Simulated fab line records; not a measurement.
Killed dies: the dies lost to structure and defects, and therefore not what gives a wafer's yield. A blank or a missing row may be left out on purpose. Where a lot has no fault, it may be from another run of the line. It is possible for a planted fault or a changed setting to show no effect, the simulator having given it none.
Struck lot and sound lot, side by side	flow nand_harc	15 steps out of a route of 1159
Sound: these wafers, L412.4, L412.5, L412.6. The struck wafers were L420.1, L420.2, L420.3. The cause is given at the end.
Each step with rows lists, per side, the tool, then ch with its chambers, then its first start. Under that, the readings that differ: sound wafers	struck wafers	difference of the means	sigmas: that difference in standard deviations of wafers without a fault.
alike: readings with means less than 2 such deviations apart, plus words and numbers identical on both sides. not compared: withheld readings, readings lacking a value on some wafer, bounds such as >300 that could conceal the same value, and numbers that have no deviation in the record and whose values overlap.
Wherever a step has rows on one side only, a row that says differs or no value, or a row with sigmas, the two part there. Non-overlapping numbers with no deviation appear without sigmas and do not part them. A reading that every wafer of one side lacks parts them only if that side has two wafers or more.

NHARC_A_SLIT_INSPECT_11:
  sound on defect_inspect-02, day 14 13:17; struck on defect_inspect-02, day 17 05:02
  alike: raw_defect_count
NHARC_A_SLIT_DESCUM_14: chemistry O2, time 3 s.
  sound on rie_diel-07 ch 0,2,3, day 14 13:22; struck on rie_diel-11 ch 0,1,3, day 17 05:06
  alike: drypump_motor_current_A, oes_product_au, rf_vpp_V, showerhead_plenum_p_Torr, throttle_valve_pct
  not compared: rf_hours_counter_h
then, 1 step without rows for these wafers: NHARC_A_SLIT_ETCH_24 (etches the open film in CF4/CHF3, target depth 121 nm, time 60.5 s).
NHARC_A_SLIT_ETCH_15: etches the open film in O2/COS, target depth 3200 nm, time 832 s.
  sound on rie_diel-07 ch 0,1,3; struck on rie_diel-11 ch 0,1,3
  alike: bias_w, drypump_motor_current_A, oes_product_au, rf_vpp_V, showerhead_plenum_p_Torr, throttle_valve_pct
  not compared: rf_hours_counter_h
NHARC_A_SLIT_ETCH_17: etches the open film in C4F8/O2/Ar, time 1687.5 s, target depth 10100 nm.
  sound on har_etch-02 ch 0,1, day 14 14:56; struck on har_etch-02 ch 0,1, day 17 06:30
  alike: drypump_motor_current_A, showerhead_plenum_p_Torr, throttle_valve_pct
  not compared: rf_hours_counter_h
NHARC_A_SLIT_ETCH_26: etches the open film in C4F8/O2/Ar, time 90 s, target depth 400 nm.
  sound on har_etch-02 ch 0,1, day 14 15:47; struck on har_etch-02 ch 0,1, day 17 07:59
  alike: drypump_motor_current_A, showerhead_plenum_p_Torr, throttle_valve_pct
  not compared: rf_hours_counter_h
then, 1 step without rows for these wafers: NHARC_A_SLIT_STRIP_28 (strips in O2/COS).
NHARC_A_SLIT_ETCH_29: etches the open film in CF4/O2, target depth 100 nm, overetch 10 nm, time 55 s.
  sound on rie_diel-11 ch 0,1,2, day 14 16:19; struck on rie_diel-08 ch 0,1,3, day 17 08:37
  alike: bias_w, drypump_motor_current_A, oes_f_703_au, oes_product_au, rf_vpp_V, showerhead_plenum_p_Torr, throttle_valve_pct
  not compared: rf_hours_counter_h
then, 3 steps without rows for these wafers: NHARC_A_SLIT_STRIP_18 (strips in O2); NHARC_A_SLIT_PRECLEAN_19 (cleans in SC1); NHARC_A_SLIT_SRD_20.
NHARC_A_SLIT_CD_MEAS_21:
  sound on cd_sem-01, day 14 16:52; struck on cd_sem-01, day 17 09:10
  alike: cd_nm
NHARC_A_SIN_REMOVE_WET_00: chemistry H3PO4, time 15300 s.
  sound on wet_h3po4-01 ch 1, day 14 19:35; struck on wet_h3po4-01 ch 0, day 17 11:53
  no value came back on the struck wafers for bath_guard_temp_C (C), bath_heat_duty_pct (%); on the sound wafers bath_guard_temp_C (C) reads 159.99 159.95 160.23
then, 1 step without rows for these wafers: NHARC_A_SIN_REMOVE_PRECLEAN_01 (cleans in SC1).
-- jump in the record: it breaks off in module A_SIN_REMOVE and resumes in module END (first step shown: number 1159 of the route), and 5 days separate the struck wafers' starts before and after --
NHARC_END_SORT_01:
  sound on prober-01 ch 0, day 19 17:51; struck on prober-01 ch 0, day 22 04:32
  alike: killed_at_array, killed_at_other, killed_at_periphery, killed_dies, killed_open, killed_short

## WHERE THEY PART
At NHARC_A_SIN_REMOVE_WET_00 and nowhere else, as far as this record goes. Later steps at which nothing parts them and some readings are alike: NHARC_END_SORT_01.

WHY: what the simulator had put in
Beginning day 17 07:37, the whole step at NHARC_A_SIN_REMOVE_WET_00 was skipped on wet_h3po4-01. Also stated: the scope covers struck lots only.
